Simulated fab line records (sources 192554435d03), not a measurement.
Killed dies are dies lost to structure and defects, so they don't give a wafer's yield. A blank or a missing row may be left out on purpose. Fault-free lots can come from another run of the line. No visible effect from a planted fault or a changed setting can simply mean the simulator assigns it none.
Split-lot experiment + flow n5-finfet + route with 1938 steps; 7 lots, 21 wafers read

## THE SPLIT
At N5_BEOL_M7_TRENCH_ETCH_37 (etches SiCOH lowk in C4F6/O2, target depth 93.478 nm, time 31.2 s), the setting time-s was moved away from the recipe's 31.2 s on 8 of the 21 wafers read, by -18.1% to +11.1%. This setting was run at the recipe's value on the other wafers.

## FROM THE SPLIT TO THE READING: what the file shows between them, 11 steps
- N5_BEOL_M7_ETCH_41: etches SiCN in CH3F/O2, target depth 31.9 nm, time 57.8 s
- N5_BEOL_M7_STRIP_80: strips in N2/H2, time 10 s
- N5_BEOL_M7_OCD_MEAS_38
- N5_BEOL_M7_HM_STRIP_39: strips TiN in peroxide tin strip, target depth 25 nm, time 158 s
- N5_BEOL_M7_SRD_40: time 30 s
- N5_BEOL_M7_ECD_50: material Cu, target thk 300 nm
- N5_BEOL_M7_ANNEAL_51: time 90 s
- N5_BEOL_M7_CMP_52: polishes, stops on SiCOH lowk, t overpolish 6.9 s, target thk 80 nm
- N5_BEOL_M7_THK_MEAS_53: measures by xrf
- N5_BEOL_M7_PRE_CLEAN_55: time 15 s
- N5_BEOL_M7_DEP_56: deposits SiCN from 3MS/NH3, target thk 10 nm, time 17.5 s

## THE READING
At N5_BEOL_M7_RS_MEAS_57, a four-point-probe measurement gives M7_RS in ohm/sq. Fault-free wafers of this fab line usually give 0.286 ohm/sq, standard deviation 0.013 ohm/sq.

| wafer  | tool, chamber at the split | time-s as run, s | against the recipe | M7_RS, ohm/sq | against lot-mates on the recipe |
|--------|----------------------------|------------------|--------------------|---------------|---------------------------------|
| L080.2 | rie-diel-02, 3             | 34.65            | +11.1%             | 0.242         | -0.037                          |
| L080.3 | rie-diel-02, 0             | 34.65            | +11.1%             | 0.228         | -0.051                          |
| L080.5 | rie-diel-02, 2             | 31.2             | recipe             | 0.279         | -                               |
| L082.1 | rie-diel-02, 0             | 28.4             | -9.0%              | 0.305         | +0.018                          |
| L082.4 | rie-diel-02, 2             | 31.2             | recipe             | 0.287         | -                               |
| L082.6 | rie-diel-02, 0             | 28.4             | -9.0%              | 0.305         | +0.018                          |
| L083.1 | rie-diel-01, 1             | 31.2             | recipe             | 0.291         | -                               |
| L083.3 | rie-diel-01, 2             | 31.2             | recipe             | 0.280         | -                               |
| L083.5 | rie-diel-01, 2             | 31.2             | recipe             | 0.269         | -                               |
| L090.4 | rie-diel-02, 1             | 31.2             | recipe             | 0.312         | -                               |
| L090.5 | rie-diel-02, 2             | 25.54            | -18.1%             | 0.398         | +0.090                          |
| L090.6 | rie-diel-02, 1             | 31.2             | recipe             | 0.305         | -                               |
| L091.2 | rie-diel-03, 3             | 27.94            | -10.4%             | 0.351         | +0.058                          |
| L091.3 | rie-diel-03, 2             | 27.94            | -10.4%             | 0.335         | +0.042                          |
| L091.6 | rie-diel-03, 1             | 31.2             | recipe             | 0.293         | -                               |
| L092.1 | rie-diel-02, 1             | 28.47            | -8.8%              | 0.355         | +0.055                          |
| L092.3 | rie-diel-02, 2             | 31.2             | recipe             | 0.290         | -                               |
| L092.6 | rie-diel-02, 1             | 31.2             | recipe             | 0.310         | -                               |
| L096.1 | rie-diel-01, 3             | 31.2             | recipe             | 0.279         | -                               |
| L096.5 | rie-diel-01, 2             | 31.2             | recipe             | 0.277         | -                               |
| L096.6 | rie-diel-01, 1             | 31.2             | recipe             | 0.280         | -                               |

THE FIT
A straight line over all 21 wafers: M7_RS changes by -0.00505 ohm/sq for each +1% of time-s; r = -0.91; the points scatter about the line by 0.016 ohm/sq.
The same after taking each lot's own level away (the mean of its wafers on the recipe; 21 wafers): -0.00431 ohm/sq for each +1%; r = -0.95; scatter 0.01 ohm/sq.
On that fit, the largest move of time-s shifts the reading by 0.078 ohm/sq.
Across the lots, their own levels run from 0.2787 to 0.3085 ohm/sq, a range of 2.3 times the standard deviation given above.
In other words, the slope is changed by the lot-to-lot level; the two fits disagree.
Check: with one of the wafers moved furthest among these (-18.1%) left out of the fit, the line predicts +0.0731 ohm/sq for it against its lot-mates. It came out at +0.0895 ohm/sq against them.

## FURTHER SPLITS ON THESE WAFERS
These wafers also went through other splits before the reading. Each is held against what the fit with the lots' levels taken away leaves over:
| other split on the same wafers | wafers away from the commonest value | r with M7_RS (lot level and that fit taken away) |
|--------------------------------|--------------------------------------|--------------------------------------------------|
| N5_BEOL_M6_DESCUM_33 time-s    | 6                                    | +0.16                                            |

## THE WHOLE CHAIN: every reading that the file lists as answering this split, in the file's order
| step                      | what it does                                                        | reading                                                                      | change (the file's fit)               | r (the file's) |
|---------------------------|---------------------------------------------------------------------|------------------------------------------------------------------------------|---------------------------------------|----------------|
| N5_BEOL_M7_TRENCH_ETCH_37 | etches SiCOH lowk in C4F6/O2, target depth 93.478 nm, time 31.2 s   | etch.depth-nm (the simulator's own value, which no gauge read)               | +0.885 nm for each +1% of the setting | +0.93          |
| N5_BEOL_M7_TRENCH_ETCH_37 | etches SiCOH lowk in C4F6/O2, target depth 93.478 nm, time 31.2 s   | BEOL_M7.feature-depth-nm (the simulator's own value, which no gauge read)    | +0.889 nm for each +1% of the setting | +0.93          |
| N5_BEOL_M7_OCD_MEAS_38    |                                                                     | trench-depth-nm                                                              | +0.905 nm for each +1% of the setting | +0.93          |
| N5_BEOL_M7_CMP_52         | polishes, stops on SiCOH lowk, t overpolish 6.9 s, target thk 80 nm | Cu_of_BEOL_M7_ECD_50.thk-nm (the simulator's own value, which no gauge read) | +0.875 nm for each +1% of the setting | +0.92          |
| N5_BEOL_M7_THK_MEAS_53    | measures by xrf                                                     | M7_THK                                                                       | +0.871 for each +1% of the setting    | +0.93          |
| N5_BEOL_M7_RS_MEAS_57     | measures by four-point-probe                                        | M7_RS                                                                        | -0.00454 for each +1% of the setting  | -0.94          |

## THE FILE'S OWN FIT
M7_RS changes by -0.00454 ohm/sq for each +1% of time-s, r = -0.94.
